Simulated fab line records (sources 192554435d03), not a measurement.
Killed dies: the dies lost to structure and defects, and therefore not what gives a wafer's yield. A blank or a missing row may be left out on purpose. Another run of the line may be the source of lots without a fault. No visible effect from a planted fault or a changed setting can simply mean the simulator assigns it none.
Split-lot trial -- flow n5-finfet -- on a route of 1938 steps: 7 lots, 21 wafers read

## ON THE SPLIT
At N5_PASSIVATION_ETCH_59 (etches TaN in Cl2/BCl3, target depth 65 nm, time 34.9 s), the setting time-s was moved away from the recipe's 34.9 s on 5 of the 21 wafers read, by -10.6% to +9.5%. The other wafers ran this setting at the recipe's value.

The split's own step is where the reading is taken.

## THE READING
etch.depth-nm (the simulator's own value, which no gauge read), in nm, at N5_PASSIVATION_ETCH_59 (etches TaN in Cl2/BCl3, target depth 65 nm, time 34.9 s). No usual value for it is given in the file. Here, 16 wafers ran the recipe; their average is 64.75 nm with a standard deviation of 0.92 nm.

wafer,"tool, chamber at the split","time-s as run, s",against the recipe,"etch.depth-nm, nm",against lot-mates on the recipe
L081.2,"rie-metal-01, 1",34.9,recipe,66.35,-
L081.3,"rie-metal-01, 0",34.9,recipe,63.61,-
L081.4,"rie-metal-01, 1",32.73,-6.2%,62.4,-2.58
L082.1,"rie-metal-02, 1",34.9,recipe,64.41,-
L082.4,"rie-metal-02, 1",31.19,-10.6%,57.45,-6.96
L082.5,"rie-metal-02, 0",31.19,-10.6%,58.2,-6.21
L083.1,"rie-metal-03, 1",34.9,recipe,64.1,-
L083.4,"rie-metal-03, 1",34.9,recipe,63.16,-
L083.6,"rie-metal-03, 1",34.9,recipe,63.37,-
L089.2,"rie-metal-02, 1",34.9,recipe,65.54,-
L089.3,"rie-metal-02, 0",34.9,recipe,65.75,-
L089.6,"rie-metal-02, 1",34.9,recipe,65.44,-
L092.4,"rie-metal-02, 0",38.23,+9.5%,71.66,+6.52
L092.5,"rie-metal-02, 1",38.23,+9.5%,71.21,+6.07
L092.6,"rie-metal-02, 0",34.9,recipe,65.14,-
L094.2,"rie-metal-03, 1",34.9,recipe,63.92,-
L094.4,"rie-metal-03, 0",34.9,recipe,65.59,-
L094.6,"rie-metal-03, 1",34.9,recipe,64.27,-
L093.1,"rie-metal-03, 1",34.9,recipe,64.72,-
L093.3,"rie-metal-03, 0",34.9,recipe,65.63,-
L093.5,"rie-metal-03, 1",34.9,recipe,65.03,-

THE FIT
A straight line over all 21 wafers: etch.depth-nm changes by +0.65 nm for each +1% of time-s; r = +0.96; the points scatter about the line by 0.94 nm.
The same after taking each lot's own level away (the mean of its wafers on the recipe; 21 wafers): +0.62 nm for each +1%; r = +0.98; scatter 0.66 nm.
On that fit, the largest move of time-s shifts the reading by 6.6 nm.
The lots' own levels span 63.543 to 65.577 nm, that is 2.2 times the standard deviation above.
Consequently the slope shifts little with the lot-to-lot level, the two slopes agreeing.
Check: with one of the wafers moved furthest among these (-10.6%) left out of the fit, the line predicts -6.31 nm for it against its lot-mates. Against them it came out at -6.96 nm.

## OTHER SPLITS APPLIED TO THESE WAFERS
Other splits were also applied to these wafers ahead of the reading. Each is held against what the fit with the lots' levels taken away leaves over:
other split on the same wafers,wafers away from the commonest value,r with etch.depth-nm (lot level and that fit taken away)
N5_BEOL_M10_TRENCH_ETCH_37 time-s,5,-0.06
N5_BEOL_M11_CURE_72 time-s,6,+0.17
N5_BEOL_M11_ALD_74 ald-cycles,6,+0.06
N5_BEOL_M13_ETCH_68 time-s,9,+0.05
N5_BEOL_M14_SPUTTER_43 power-w,7,-0.20
N5_BEOL_M15_SPUTTER_43 time-s,10,-0.02

## THE FILE'S OWN FIT
etch.depth-nm changes by +0.602 nm for each +1% of time-s, r = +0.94.
